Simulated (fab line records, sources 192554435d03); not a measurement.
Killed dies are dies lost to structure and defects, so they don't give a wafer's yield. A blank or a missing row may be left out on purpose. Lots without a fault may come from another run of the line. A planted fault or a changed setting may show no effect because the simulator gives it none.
fab line records | flow n5_finfet
record lots=24 wafers=72 last_day=18
route steps=1938 shown BEOL_M0_SAQP@638 BEOL_M0@716
lots that met no fault: from a run of the same line without faults
start_h: hours from the record's first day to the start of the lot's first wafer shown | wait_h: hours since the lot's step before | " the same as in the row above | L1.1+2: a row that stands for several wafers | - no value, or no start given | * or withheld: withheld | < > ~ a bound
route shown NAME@n: a module of which the file shows steps, and the number in the route of the first | usual: mean/standard deviation of fault-free wafers | same: alike in all rows | chamber/n: place in a boat | sites: the reading at each site | _std_site: their standard deviation | _edge_site: outer sites' mean less inner sites' | radius_mm: how far each site lies from the wafer's centre | mask NAME#n: copy n | behind: the tool/chamber that last shaped the wafer | hold: why the lot was held/for how many hours/how that ended | device: the transistor (n, p or np) that didn't switch | end of line: the same wafers' tests at the end of the route | a step without rows: its recipe alone | killed: dies lost to structure and defects at the first sort, not the wafer's yield | map: a wafer's dies, x killed, . not, _ none there
set.NAME: the setting as run; set.NAME@STEP: as run at that earlier step | model.NAME: the simulator's own value behind a step, which no gauge read
steps of the route over a sample of lots; a table a step, a row a wafer
services: from which hour (start_h, from the record's first day; less than 0 if before it) a tool's chamber was out of use, for how many hours, and why
## steps
# step N5_BEOL_M0_SAQP_PECVD_04
# recipe material=a-Si target_thk_a=600 temp_c=350 precursor=SiH4/He pressure_torr=3 rf_w=100 time_s=60.2
# usual heater_power_w=601/65 showerhead_plenum_p_Torr=5.64/0.055 throttle_valve_pct=18.1/1.3
# columns lot.wafer tool chamber start_h wait_h heater_power_w showerhead_plenum_p_Torr throttle_valve_pct
L074.2 pecvd-04 0 112.16 0.0 702 5.64 17.3
L074.3 " 2 " " 650 5.58 18.0
L074.6 " 2 " " 673 5.58 18.0
L075.3 pecvd-04 1 115.03 0.0 487 5.71 17.6
L075.4 " 1 " " 486 5.72 17.6
L075.6 " 2 " " 614 5.58 18.2
L076.2 pecvd-03 2 120.06 0.0 670 5.72 15.9
L076.4 " 1 " " 600 5.70 19.6
L076.6 " 2 " " 650 5.70 16.1
L077.2 pecvd-03 2 124.33 0.0 602 5.71 16.2
L077.4 " 2 " " 617 5.72 15.8
L077.6 " 1 " " 613 5.69 19.8
L078.3 pecvd-04 2 132.13 0.0 651 5.58 18.0
L078.4 " 2 " " 642 5.58 17.9
L078.5 " 0 " " 707 5.63 17.3
L079.1 pecvd-01 1 138.14 0.0 580 5.60 17.0
L079.3 " 2 " " 660 5.66 17.9
L079.5 " 0 " " 585 5.57 20.4
L080.3 pecvd-01 1 143.86 0.0 582 5.59 17.3
L080.4 " 1 " " 569 5.60 17.2
L080.5 " 2 " " 719 5.65 18.2
L081.2 pecvd-04 2 148.10 0.0 622 5.57 17.9
L081.5 " 2 " " 626 5.58 18.3
L081.6 " 1 " " 562 5.72 17.3
L082.2 pecvd-04 1 154.78 0.0 492 5.72 17.7
L082.3 " 2 " " 557 5.58 18.1
L082.6 " 0 " " 657 5.64 17.3
L083.1 pecvd-03 1 159.00 0.0 595 5.69 19.5
L083.3 " 0 " " 547 5.65 18.5
L083.6 " 1 " " 593 5.68 19.9
L084.4 pecvd-01 0 166.95 0.0 523 5.58 20.3
L084.5 " 2 " " 615 5.66 18.0
L084.6 " 1 " " 685 5.59 17.3
L085.4 pecvd-04 0 179.30 0.0 657 5.63 17.4
L085.5 " 1 " " 493 5.71 17.5
L085.6 " 2 " " 664 5.59 18.0
L086.3 pecvd-03 0 181.33 0.1 578 5.65 18.5
L086.4 " 2 " " 621 5.71 16.2
L086.5 " 0 " " 571 5.64 18.6
L087.3 pecvd-01 1 181.38 0.0 601 5.61 17.1
L087.5 " 1 " " 588 5.60 17.0
L087.6 " 0 " " 552 5.58 20.5
L088.2 pecvd-03 0 192.41 0.0 503 5.63 18.5
L088.3 " 2 " " 681 5.72 16.1
L088.6 " 2 " " 687 5.71 16.3
L089.1 pecvd-01 0 194.78 0.0 510 5.58 20.5
L089.4 " 1 " " 582 5.58 17.0
L089.6 " 0 " " 536 5.58 20.7
L090.1 pecvd-03 1 206.63 0.0 598 5.70 19.7
L090.3 " 2 " " 668 5.71 16.2
L090.4 " 2 " " 670 5.72 16.0
L091.2 pecvd-01 0 207.91 0.0 530 5.58 20.7
L091.3 " 2 " " 664 5.65 18.0
L091.6 " 1 " " 686 5.60 17.0
L092.3 pecvd-04 0 214.99 0.1 623 5.63 17.4
L092.5 " 0 " " 622 5.63 17.6
L092.6 " 1 " " 538 5.73 17.9
L093.1 pecvd-03 2 217.75 0.0 663 5.71 16.3
L093.3 " 0 " " 525 5.65 18.5
L093.5 " 2 " " 649 5.72 16.2
L094.1 pecvd-04 1 226.87 0.0 512 5.71 17.6
L094.2 " 0 " " 730 5.62 17.4
L094.4 " 0 " " 604 5.62 17.5
L095.2 pecvd-01 2 237.96 0.0 655 5.66 17.9
L095.4 " 0 " " 558 5.57 20.5
L095.6 " 0 " " 568 5.58 20.6
L097.4 pecvd-01 2 241.64 0.1 688 5.66 18.1
L097.5 " 2 " " 696 5.65 18.0
L097.6 " 0 " " 527 5.57 20.5
L096.2 pecvd-04 0 247.97 0.0 717 5.62 17.5
L096.3 " 2 " " 598 5.57 16.3
L096.5 " 0 " " 693 5.63 17.7
# step N5_BEOL_M0_SAQP_INSPECT_16
# recipe mode=adi inspect_instrument=brightfield
# usual raw_defect_count=467/140
# columns lot.wafer tool chamber start_h wait_h raw_defect_count
L074.2 defect_inspect-02 - 112.79 0.0 491
L074.3 " - " " 435
L074.6 " - " " 656
L075.3 defect_inspect-02 - 115.66 0.0 658
L075.4 " - " " 552
L075.6 " - " " 751
L076.2 defect_inspect-02 - 120.69 0.0 581
L076.4 " - " " 436
L076.6 " - " " 513
L077.2 defect_inspect-02 - 124.97 0.0 555
L077.4 " - " " 794
L077.6 " - " " 622
L078.3 defect_inspect-02 - 132.63 0.0 663
L078.4 " - " " 518
L078.5 " - " " 603
L079.1 defect_inspect-02 - 138.64 0.0 540
L079.3 " - " " 377
L079.5 " - " " 461
L080.3 defect_inspect-01 - 144.51 0.0 420
L080.4 " - " " 315
L080.5 " - " " 358
L081.2 defect_inspect-01 - 148.61 0.0 451
L081.5 " - " " 279
L081.6 " - " " 357
L082.2 defect_inspect-01 - 155.29 0.0 330
L082.3 " - " " 299
L082.6 " - " " 414
L083.1 defect_inspect-01 - 159.51 0.0 382
L083.3 " - " " 298
L083.6 " - " " 502
L084.4 defect_inspect-02 - 167.58 0.0 503
L084.5 " - " " 318
L084.6 " - " " 435
L085.4 defect_inspect-02 - 179.93 0.0 543
L085.5 " - " " 416
L085.6 " - " " 296
L086.3 defect_inspect-01 - 181.99 0.0 747
L086.4 " - " " 472
L086.5 " - " " 400
L087.3 defect_inspect-01 - 182.15 0.0 518
L087.5 " - " " 710
L087.6 " - " " 762
L088.2 defect_inspect-01 - 193.10 0.0 524
L088.3 " - " " 543
L088.6 " - " " 525
L089.1 defect_inspect-02 - 195.44 0.0 358
L089.4 " - " " 560
L089.6 " - " " 614
L090.1 defect_inspect-01 - 207.14 0.0 388
L090.3 " - " " 458
L090.4 " - " " 556
L091.2 defect_inspect-01 - 208.42 0.0 369
L091.3 " - " " 495
L091.6 " - " " 436
L092.3 defect_inspect-02 - 215.63 0.0 462
L092.5 " - " " 333
L092.6 " - " " 446
L093.1 defect_inspect-02 - 218.39 0.0 457
L093.3 " - " " 378
L093.5 " - " " 380
L094.1 defect_inspect-02 - 227.41 0.0 218
L094.2 " - " " 280
L094.4 " - " " 220
L095.2 defect_inspect-02 - 238.64 0.0 379
L095.4 " - " " 433
L095.6 " - " " 683
L097.4 defect_inspect-02 - 242.27 0.0 418
L097.5 " - " " 446
L097.6 " - " " 488
L096.2 defect_inspect-02 - 248.48 0.0 285
L096.3 " - " " 258
L096.5 " - " " 362
# step N5_BEOL_M0_SAQP_MANDREL_ETCH_20
# recipe target_depth_a=600 chemistry=HBr/Cl2 target=a-Si stop_on=SiNx bt_time_s=10 mask_material=SOC over_etch_frac=0.5 time_s=30 pressure_mtorr=10 icp_w=800 bias_w=75 HBr_flow_sccm=150 Cl2_flow_sccm=80 ends=end_point
# usual drypump_motor_current_A=5.6/0.37 oes_product_au=0.777/0.016 throttle_valve_pct=35.34/0.21
# columns lot.wafer tool chamber start_h wait_h drypump_motor_current_A oes_product_au rf_hours_counter_h throttle_valve_pct
L074.2 rie_si-02 3 113.22 0.0 5.4 0.789 22 35.28
L074.3 " 1 " " 6.2 0.777 151 34.86
L074.6 " 3 " " 5.4 0.781 - 35.29
L075.3 rie_si-01 3 115.97 0.0 6.0 0.769 76 35.41
L075.4 " 2 " " 5.5 0.789 - 35.40
L075.6 " 0 " " 5.0 0.811 - 35.26
L076.2 rie_si-01 3 121.27 0.0 6.0 0.762 76 35.39
L076.4 " 3 " " 6.0 0.779 - 35.39
L076.6 " 2 " " 5.5 0.790 - 35.39
L077.2 rie_si-02 0 125.85 0.0 5.7 0.747 2 35.30
L077.4 " 1 " " 6.2 0.781 151 34.85
L077.6 " 3 " " 5.4 0.774 - 35.30
L078.3 rie_si-05 1 133.06 0.0 6.1 0.773 167 35.51
L078.4 " 2 " " 5.3 0.766 35 35.56
L078.5 " 0 " " 5.5 0.793 - 35.69
L079.1 rie_si-01 1 138.95 0.0 5.6 0.784 0 35.44
L079.3 " 0 " " 5.0 0.797 178 35.27
L079.5 " 0 " " 5.0 0.796 - 35.29
L080.3 rie_si-01 3 144.86 0.0 6.1 0.764 77 35.39
L080.4 " 0 " " 5.0 0.816 178 35.24
L080.5 " 0 " " 5.0 0.800 - 35.25
L081.2 rie_si-02 0 148.93 0.0 5.7 0.766 2 35.28
L081.5 " 0 " " 5.7 0.752 - 35.28
L081.6 " 3 " " 5.4 0.789 - 35.29
L082.2 rie_si-01 2 155.60 0.0 5.5 0.788 188 35.40
L082.3 " 1 " " 5.7 0.771 0 35.46
L082.6 " 0 " " 5.0 0.804 - 35.27
L083.1 rie_si-01 0 159.91 0.0 5.0 0.803 178 35.27
L083.3 " 3 " " 6.0 0.762 77 35.40
L083.6 " 2 " " 5.4 0.788 - 35.38
L084.4 rie_si-05 1 167.89 0.0 6.1 0.773 168 35.49
L084.5 " 2 " " 5.2 0.748 - 35.59
L084.6 " 1 " " 6.0 0.778 - 35.49
L085.4 rie_si-01 3 180.26 0.0 6.0 0.761 77 35.38
L085.5 " 0 " " 5.0 0.802 - 35.26
L085.6 " 1 " " 5.6 0.789 - 35.41
L086.3 rie_si-05 3 182.30 0.0 6.3 0.796 183 35.17
L086.4 " 1 " " 6.1 0.774 168 35.47
L086.5 " 0 " " 5.6 0.794 - 35.70
L087.3 rie_si-02 1 182.46 0.0 6.2 0.779 152 34.86
L087.5 " 2 " " 5.5 0.760 - 35.70
L087.6 " 1 " " 6.2 0.787 - 34.87
L088.2 rie_si-02 2 193.41 0.0 5.5 0.746 133 35.72
L088.3 " 1 " " 6.2 0.776 152 34.85
L088.6 " 1 " " 6.2 0.793 - 34.84
L089.1 rie_si-01 1 195.75 0.0 5.6 0.778 1 35.47
L089.4 " 3 " " 6.0 0.765 78 35.38
L089.6 " 1 " " 5.6 0.788 - 35.42
L090.1 rie_si-01 1 207.89 0.0 5.6 0.769 1 35.46
L090.3 " 3 " " 6.0 0.758 78 35.40
L090.4 " 0 " " 5.0 0.805 - 35.26
L091.2 rie_si-02 1 208.78 0.0 6.2 0.765 153 34.88
L091.3 " 2 " " 5.5 0.746 134 35.72
L091.6 " 1 " " 6.2 0.771 - 34.89
L092.3 rie_si-02 0 215.93 0.0 5.7 0.746 3 35.29
L092.5 " 0 " " 5.7 0.749 - 35.28
L092.6 " 1 " " 6.2 0.785 - 34.84
L093.1 rie_si-02 2 218.73 0.0 5.5 0.751 134 35.70
L093.3 " 0 " " 5.7 0.750 3 35.28
L093.5 " 2 " " 5.5 0.749 - 35.71
L094.1 rie_si-01 0 227.72 0.0 5.0 0.800 180 35.26
L094.2 " 1 " " 5.6 0.775 2 35.45
L094.4 " 3 " " 6.0 0.756 78 35.37
L095.2 rie_si-01 0 238.95 0.0 5.0 0.792 180 35.30
L095.4 " 1 " " 5.6 0.789 2 35.43
L095.6 " 0 " " 5.0 0.795 - 35.27
L097.4 rie_si-01 2 242.59 0.0 5.5 0.778 1 35.12
L097.5 " 1 " " 5.6 0.780 - 35.43
L097.6 " 0 " " 5.0 0.794 - 35.28
L096.2 rie_si-01 1 248.79 0.0 5.6 0.784 2 35.44
L096.3 " 2 " " 5.5 0.778 1 35.15
L096.5 " 0 " " 5.0 0.801 - 35.26
# step N5_BEOL_M0_SAQP_RECESS_114
# recipe chemistry=HF/NH3 target=SiO2 target_depth_a=144 afs_cycles=3 temp_c=30 sublimation_temp_c=180 sublimation_time_s=60
# usual drypump_motor_current_A=5.6/0.37 foreline_p_Torr=0.1280/0.00042
# columns lot.wafer tool chamber start_h wait_h drypump_motor_current_A foreline_p_Torr
L074.2 vapor_etch-01 0 113.49 0.0 5.3 0.1281
L074.3 " 0 " " 5.3 0.1283
L074.6 " 0 " " 5.3 0.1284
L075.3 vapor_etch-01 0 116.59 0.2 5.3 0.1282
L075.4 " 1 " " 5.1 0.1282
L075.6 " 0 " " 5.3 0.1283
L076.2 vapor_etch-01 0 121.57 0.0 5.3 0.1277
L076.4 " 0 " " 5.3 0.1284
L076.6 " 0 " " 5.3 0.1280
L077.2 vapor_etch-02 0 126.26 0.1 5.6 0.1280
L077.4 " 0 " " 5.6 0.1283
L077.6 " 0 " " 5.6 0.1282
L078.3 vapor_etch-01 0 133.49 0.2 5.3 0.1283
L078.4 " 1 " " 5.1 0.1288
L078.5 " 0 " " 5.3 0.1286
L079.1 vapor_etch-01 0 139.32 0.0 5.3 0.1268
L079.3 " 1 " " 5.1 0.1279
L079.5 " 0 " " 5.3 0.1267
L080.3 vapor_etch-02 1 145.25 0.1 6.1 0.1286
L080.4 " 0 " " 5.7 0.1277
L080.5 " 0 " " 5.6 0.1282
L081.2 vapor_etch-02 0 149.25 0.0 5.6 0.1277
L081.5 " 0 " " 5.6 0.1282
L081.6 " 1 " " 6.1 0.1279
L082.2 vapor_etch-01 0 155.94 0.0 5.3 0.1277
L082.3 " 1 " " 5.2 0.1287
L082.6 " 0 " " 5.3 0.1275
L083.1 vapor_etch-01 0 160.17 0.0 5.3 0.1277
L083.3 " 0 " " 5.3 0.1280
L083.6 " 0 " " 5.2 0.1278
L084.4 vapor_etch-02 1 168.24 0.1 6.1 0.1271
L084.5 " 0 " " 5.7 0.1277
L084.6 " 1 " " 6.1 0.1277
L085.4 vapor_etch-02 1 180.61 0.1 6.1 0.1276
L085.5 " 0 " " 5.7 0.1279
L085.6 " 1 " " 6.1 0.1279
L086.3 vapor_etch-01 0 182.65 0.1 5.3 0.1282
L086.4 " 1 " " 5.1 0.1280
L086.5 " 1 " " 5.1 0.1279
L087.3 vapor_etch-02 0 182.81 0.1 5.7 0.1279
L087.5 " 0 " " 5.6 0.1281
L087.6 " 1 " " 6.1 0.1280
L088.2 vapor_etch-02 0 193.78 0.0 5.7 0.1275
L088.3 " 1 " " 6.1 0.1279
L088.6 " 1 " " 6.1 0.1283
L089.1 vapor_etch-02 0 195.98 0.0 5.7 0.1280
L089.4 " 0 " " 5.7 0.1280
L089.6 " 1 " " 6.1 0.1283
L090.1 vapor_etch-02 0 208.52 0.0 5.6 0.1281
L090.3 " 1 " " 6.1 0.1275
L090.4 " 0 " " 5.7 0.1281
L091.2 vapor_etch-02 0 209.01 0.0 5.6 0.1276
L091.3 " 1 " " 6.1 0.1280
L091.6 " 1 " " 6.1 0.1284
L092.3 vapor_etch-02 1 216.28 0.1 6.1 0.1284
L092.5 " 0 " " 5.7 0.1278
L092.6 " 1 " " 6.1 0.1278
L093.1 vapor_etch-02 1 218.96 0.0 6.1 0.1281
L093.3 " 1 " " 6.1 0.1279
L093.5 " 0 " " 5.6 0.1276
L094.1 vapor_etch-01 0 227.95 0.0 5.3 0.1289
L094.2 " 1 " " 5.1 0.1274
L094.4 " 0 " " 5.3 0.1281
L095.2 vapor_etch-01 1 239.28 0.0 5.1 0.1279
L095.4 " 0 " " 5.3 0.1278
L095.6 " 1 " " 5.1 0.1283
L097.4 vapor_etch-02 0 242.94 0.1 5.6 0.1279
L097.5 " 0 " " 5.6 0.1281
L097.6 " 1 " " 6.1 0.1279
L096.2 vapor_etch-02 1 249.02 0.0 6.1 0.1277
L096.3 " 0 " " 5.6 0.1279
L096.5 " 1 " " 6.1 0.1277
# step N5_BEOL_M0_SAQP_SPACER1_ALD_98
# recipe material=SiO2 target_thk_a=128 temp_c=300 ald_precursor_family=BDEAS ald_co_reactant=O2-plasma pulse_time_s=1 purge_time_s=2 co_reactant_purge_time_s=2 ald_cycles=138 pressure_torr=2
# usual heater_power_w=465/57 precursor_pulse_height_rel=0.997/0.02
# columns lot.wafer tool chamber start_h wait_h heater_power_w precursor_pulse_height_rel
L074.2 ald_sin-04 2 113.99 0.3 402 0.995
L074.3 " 1 " " 500 0.993
L074.6 " 2 " " 407 1.039
L075.3 ald_sin-04 1 116.93 0.2 507 1.035
L075.4 " 0 " " 523 1.009
L075.6 " 2 " " 405 0.984
L076.2 ald_sin-02 3 122.01 0.3 547 1.020
L076.4 " 2 " " 520 0.962
L076.6 " 3 " " 532 0.964
L077.2 ald_sin-04 3 127.00 0.6 380 0.978
L077.4 " 0 " " 512 0.995
L077.6 " 1 " " 504 0.994
L078.3 ald_sin-03 3 133.79 0.2 475 1.009
L078.4 " 2 " " 497 0.991
L078.5 " 1 " " 388 0.991
L079.1 ald_sin-03 0 139.71 0.3 513 0.977
L079.3 " 1 " " 381 1.026
L079.5 " 2 " " 488 1.037
L080.3 ald_sin-03 1 145.90 0.5 372 1.003
L080.4 " 0 " " 537 0.985
L080.5 " 2 " " 487 1.016
L081.2 ald_sin-04 0 149.78 0.4 516 0.975
L081.5 " 3 " " 382 0.979
L081.6 " 0 " " 514 1.029
L082.2 ald_sin-04 2 156.37 0.3 420 0.979
L082.3 " 0 " " 515 1.014
L082.6 " 2 " " 408 1.007
L083.1 ald_sin-03 0 160.56 0.3 519 0.986
L083.3 " 2 " " 497 1.030
L083.6 " 3 " " 476 0.975
L084.4 ald_sin-03 3 168.75 0.4 463 0.992
L084.5 " 1 " " 379 1.001
L084.6 " 0 " " 526 1.010
L085.4 ald_sin-04 2 182.24 1.5 412 1.001
L085.5 " 0 " " 523 1.005
L085.6 " 3 " " 379 1.005
L086.3 ald_sin-03 0 183.32 0.6 541 1.019
L086.4 " 2 " " 502 0.969
L086.5 " 1 " " 379 0.987
L087.3 ald_sin-03 0 184.04 1.1 514 1.031
L087.5 " 3 " " 463 0.986
L087.6 " 2 " " 479 1.035
L088.2 ald_sin-03 1 194.16 0.3 388 0.978
L088.3 " 2 " " 486 1.003
L088.6 " 2 " " 484 1.008
L089.1 ald_sin-04 1 196.37 0.3 506 0.969
L089.4 " 0 " " 511 0.986
L089.6 " 3 " " 370 0.974
L090.1 ald_sin-04 0 209.13 0.5 508 1.006
L090.3 " 1 " " 510 0.997
L090.4 " 2 " " 404 1.012
L091.2 ald_sin-03 0 209.39 0.3 528 1.009
L091.3 " 1 " " 390 0.981
L091.6 " 2 " " 483 0.971
L092.3 ald_sin-03 1 216.57 0.2 384 1.009
L092.5 " 0 " " 505 0.990
L092.6 " 3 " " 470 1.003
L093.1 ald_sin-03 3 219.35 0.3 463 0.980
L093.3 " 2 " " 486 1.009
L093.5 " 2 " " 487 1.014
L094.1 ald_sin-03 3 228.33 0.3 468 1.029
L094.2 " 2 " " 500 0.977
L094.4 " 1 " " 378 1.016
L095.2 ald_sin-04 1 239.66 0.3 496 1.001
L095.4 " 2 " " 399 1.001
L095.6 " 1 " " 513 0.995
L097.4 ald_sin-03 2 243.20 0.1 504 1.002
L097.5 " 3 " " 473 0.981
L097.6 " 2 " " 491 1.008
L096.2 ald_sin-04 1 249.41 0.3 507 0.992
L096.3 " 2 " " 410 0.992
L096.5 " 1 " " 523 0.996
# step N5_BEOL_M0_HM_OPEN_105
# recipe chemistry=Cl2/BCl3 target_depth_a=120 target=TiN ion_energy_ev=150 pressure_mtorr=10 icp_w=1000 bias_w=126 Cl2_flow_sccm=53.25 bcl3_flow_sccm=21.75 Ar_flow_sccm=25
# usual drypump_motor_current_A=5.6/0.52 oes_product_au=0.76/0.1 throttle_valve_pct=21.88/0.21
# columns lot.wafer tool chamber start_h wait_h drypump_motor_current_A oes_product_au rf_hours_counter_h throttle_valve_pct
L074.2 rie_metal-03 0 119.02 0.1 4.9 0.90 10 21.63
L074.3 " 1 " " 4.9 0.70 - 22.12
L074.6 " 1 " " 4.9 0.70 - 22.11
L075.3 rie_metal-03 0 123.93 2.3 4.9 0.89 - 21.63
L075.4 " 1 " " 4.9 0.69 - 22.13
L075.6 " 0 " " 4.9 0.88 - 21.66
L076.2 rie_metal-01 0 128.32 0.5 5.7 0.80 37 21.92
L076.4 " 0 " " 5.7 0.80 - 21.94
L076.6 " 1 " " 6.4 0.67 - 21.66
L077.2 rie_metal-01 0 131.74 0.1 5.7 0.80 37 21.92
L077.4 " 0 " " 5.7 0.80 - 21.91
L077.6 " 0 " " 5.7 0.80 - 21.92
L078.3 rie_metal-03 1 141.78 2.8 4.9 0.68 - 22.13
L078.4 " 0 " " 4.9 0.88 - 21.64
L078.5 " 1 " " 4.9 0.69 - 22.12
L079.1 rie_metal-01 1 147.40 3.1 6.4 0.68 89 21.66
L079.3 " 1 " " 6.4 0.68 - 21.68
L079.5 " 1 " " 6.4 0.67 - 21.67
L080.3 rie_metal-02 1 150.73 0.3 5.6 0.96 - 21.83
L080.4 " 0 " " 5.3 0.64 - 22.26
L080.5 " 1 " " 5.6 0.95 - 21.83
L081.2 rie_metal-01 0 155.25 0.1 5.7 0.79 39 21.93
L081.5 " 1 " " 6.4 0.67 - 21.67
L081.6 " 0 " " 5.7 0.78 - 21.95
L083.1 rie_metal-02 1 166.35 1.1 5.6 0.94 1 21.85
L083.3 " 0 " " 5.3 0.64 - 22.26
L083.6 " 1 " " 5.6 0.93 - 21.85
L082.2 rie_metal-03 0 166.40 4.8 4.9 0.88 13 21.66
L082.3 " 1 " " 4.9 0.69 - 22.12
L082.6 " 0 " " 4.9 0.88 - 21.66
L084.4 rie_metal-02 1 178.50 3.3 5.7 0.92 - 21.83
L084.5 " 1 " " 5.6 0.93 - 21.83
L084.6 " 0 " " 5.3 0.64 - 22.27
L086.3 rie_metal-01 1 191.80 3.5 6.3 0.67 - 21.67
L086.4 " 0 " " 5.7 0.79 - 21.93
L086.5 " 0 " " 5.7 0.79 - 21.93
L087.3 rie_metal-02 1 191.85 2.2 5.7 0.91 - 21.84
L087.5 " 1 " " 5.6 0.90 - 21.84
L087.6 " 1 " " 5.6 0.90 - 21.83
L085.4 rie_metal-01 1 192.14 4.2 6.3 0.66 - 21.68
L085.5 " 0 " " 5.7 0.78 - 21.93
L085.6 " 1 " " 6.3 0.66 - 21.68
L088.2 rie_metal-01 1 202.18 2.5 6.3 0.67 94 21.66
L088.3 " 0 " " 5.7 0.79 - 21.93
L088.6 " 1 " " 6.3 0.67 - 21.67
L089.1 rie_metal-03 0 202.23 1.1 4.9 0.86 17 21.66
L089.4 " 0 " " 4.9 0.87 - 21.65
L089.6 " 0 " " 4.9 0.85 - 21.67
L090.1 rie_metal-02 1 214.02 0.3 5.6 0.89 7 21.85
L090.3 " 0 " " 5.3 0.63 - 22.26
L090.4 " 1 " " 5.6 0.88 - 21.86
L091.2 rie_metal-01 0 217.04 2.7 5.7 0.78 44 21.95
L091.3 " 0 " " 5.7 0.79 - 21.94
L091.6 " 1 " " 6.3 0.66 - 21.69
L092.3 rie_metal-01 0 226.00 4.1 5.7 0.77 - 21.95
L092.5 " 1 " " 6.3 0.66 - 21.69
L092.6 " 0 " " 5.7 0.78 - 21.95
L093.1 rie_metal-02 1 226.02 1.8 5.6 0.89 8 21.84
L093.3 " 0 " " 5.3 0.63 - 22.27
L093.5 " 0 " " 5.3 0.63 - 22.29
L094.1 rie_metal-03 1 236.34 2.9 4.9 0.68 87 22.14
L094.2 " 0 " " 4.9 0.85 20 21.69
L094.4 " 1 " " 4.9 0.68 - 22.13
L095.2 rie_metal-03 1 247.13 2.8 4.9 0.67 88 22.14
L095.4 " 0 " " 4.9 0.85 - 21.66
L095.6 " 1 " " 4.9 0.67 - 22.14
L097.4 rie_metal-01 1 249.35 0.5 6.4 0.67 - 21.68
L097.5 " 0 " " 5.7 0.77 - 21.94
L097.6 " 1 " " 6.4 0.66 - 21.69
L096.2 rie_metal-01 1 258.58 4.3 6.3 0.66 98 21.67
L096.3 " 1 " " 6.3 0.66 - 21.70
L096.5 " 1 " " 6.3 0.66 - 21.69
## services
# columns tool chamber start_h hours kind
pecvd-04 - 90.88 1.2 repair
ald_sin-04 0 99.77 - clean
ald_sin-04 1 99.77 - clean
rie_metal-03 - 104.56 0.4 repair
rie_si-01 1 110.14 - clean
rie_si-01 1 110.14 16.4 scheduled_down
rie_si-01 1 110.14 16.4 vent_cycle
rie_metal-02 - 116.87 1.4 pm
rie_metal-02 1 119.03 8.3 repair
ald_sin-04 3 151.50 8.4 repair
rie_si-05 - 151.86 0.2 repair
ald_sin-02 - 174.67 1.0 repair
rie_si-02 0 181.53 7.8 repair
rie_metal-02 0 190.68 15.2 repair
pecvd-01 2 192.19 10.5 repair
rie_si-01 2 201.98 - clean
rie_si-01 2 201.98 11.1 scheduled_down
rie_si-01 2 201.98 11.1 vent_cycle
pecvd-03 - 210.90 0.7 repair
ald_sin-02 2 218.96 3.6 repair
rie_si-02 - 223.62 2.8 pm
pecvd-01 1 237.48 10.0 repair
ald_sin-04 1 243.72 3.6 repair
vapor_etch-02 1 256.36 7.5 repair
## key
fault none
